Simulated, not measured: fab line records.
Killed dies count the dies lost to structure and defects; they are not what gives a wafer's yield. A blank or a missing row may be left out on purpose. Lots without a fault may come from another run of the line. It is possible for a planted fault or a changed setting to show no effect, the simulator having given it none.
Chamber matching / flow n5_finfet / 4 sister chambers for N5_BEOL_M4_VIA_ETCH_34 on rie_diel-03
The step etches the open film in C4F6/O2, target depth 69.4 nm, time 65.9 s. 8 wafers are shown with their chamber, then 12 later ones without.

EACH WAFER AND ITS CHAMBER
wafer=L086.2; chamber=3; drypump_motor_current_A (A)=6.1; throttle_valve_pct (%)=30.3
wafer=L086.3; chamber=1; drypump_motor_current_A (A)=5.9; throttle_valve_pct (%)=31.3
wafer=L090.1; chamber=2; drypump_motor_current_A (A)=5.6; throttle_valve_pct (%)=30.5
wafer=L090.2; chamber=3; drypump_motor_current_A (A)=6.2; throttle_valve_pct (%)=30.3
wafer=L090.6; chamber=0; drypump_motor_current_A (A)=4.8; throttle_valve_pct (%)=30.4
wafer=L093.3; chamber=0; drypump_motor_current_A (A)=4.8; throttle_valve_pct (%)=30.4
wafer=L093.5; chamber=2; drypump_motor_current_A (A)=5.6; throttle_valve_pct (%)=30.4
wafer=L093.6; chamber=1; drypump_motor_current_A (A)=5.9; throttle_valve_pct (%)=31.4

WAFERS WITH NO CHAMBER GIVEN
wafer=L094.2; drypump_motor_current_A (A)=6.1; throttle_valve_pct (%)=30.3
wafer=L094.3; drypump_motor_current_A (A)=4.9; throttle_valve_pct (%)=30.4
wafer=L094.6; drypump_motor_current_A (A)=4.8; throttle_valve_pct (%)=30.5
wafer=L095.1; drypump_motor_current_A (A)=5.9; throttle_valve_pct (%)=31.3
wafer=L095.2; drypump_motor_current_A (A)=6.1; throttle_valve_pct (%)=30.3
wafer=L095.3; drypump_motor_current_A (A)=4.9; throttle_valve_pct (%)=30.5
wafer=L095.4; drypump_motor_current_A (A)=5.9; throttle_valve_pct (%)=31.4
wafer=L095.5; drypump_motor_current_A (A)=4.9; throttle_valve_pct (%)=30.5
wafer=L095.6; drypump_motor_current_A (A)=6.1; throttle_valve_pct (%)=30.3
wafer=L097.3; drypump_motor_current_A (A)=6.1; throttle_valve_pct (%)=30.4
wafer=L097.5; drypump_motor_current_A (A)=5.6; throttle_valve_pct (%)=30.5
wafer=L097.6; drypump_motor_current_A (A)=5.9; throttle_valve_pct (%)=31.4

THE CHAMBER EACH PASSED THROUGH
wafer=L094.2; from the rows above=3; in truth=3
wafer=L094.3; from the rows above=0; in truth=0
wafer=L094.6; from the rows above=0; in truth=0
wafer=L095.1; from the rows above=1; in truth=1
wafer=L095.2; from the rows above=3; in truth=3
wafer=L095.3; from the rows above=0; in truth=0
wafer=L095.4; from the rows above=1; in truth=1
wafer=L095.5; from the rows above=0; in truth=0
wafer=L095.6; from the rows above=3; in truth=3
wafer=L097.3; from the rows above=3; in truth=3
wafer=L097.5; from the rows above=2; in truth=2
wafer=L097.6; from the rows above=1; in truth=1
Correctly placed: 12 of 12. Not placeable from these rows: 0. Number placed wrongly: 0.
How it was worked out, from the rows above alone: a wafer's distance from a chamber is the root of the sum, over the readings, of the square of ((its reading less the chamber's mean) divided by the reading's scatter). If the next closest chamber is less than 2 further off than the closest, the wafer can't be placed; otherwise it belongs to the closest. The mean given for a chamber averages the wafers shown for that chamber. How the scatter is found: for the shown wafers, subtract from each reading the mean of its chamber, square and add these, divide the total by (wafers less chambers), then take the root.
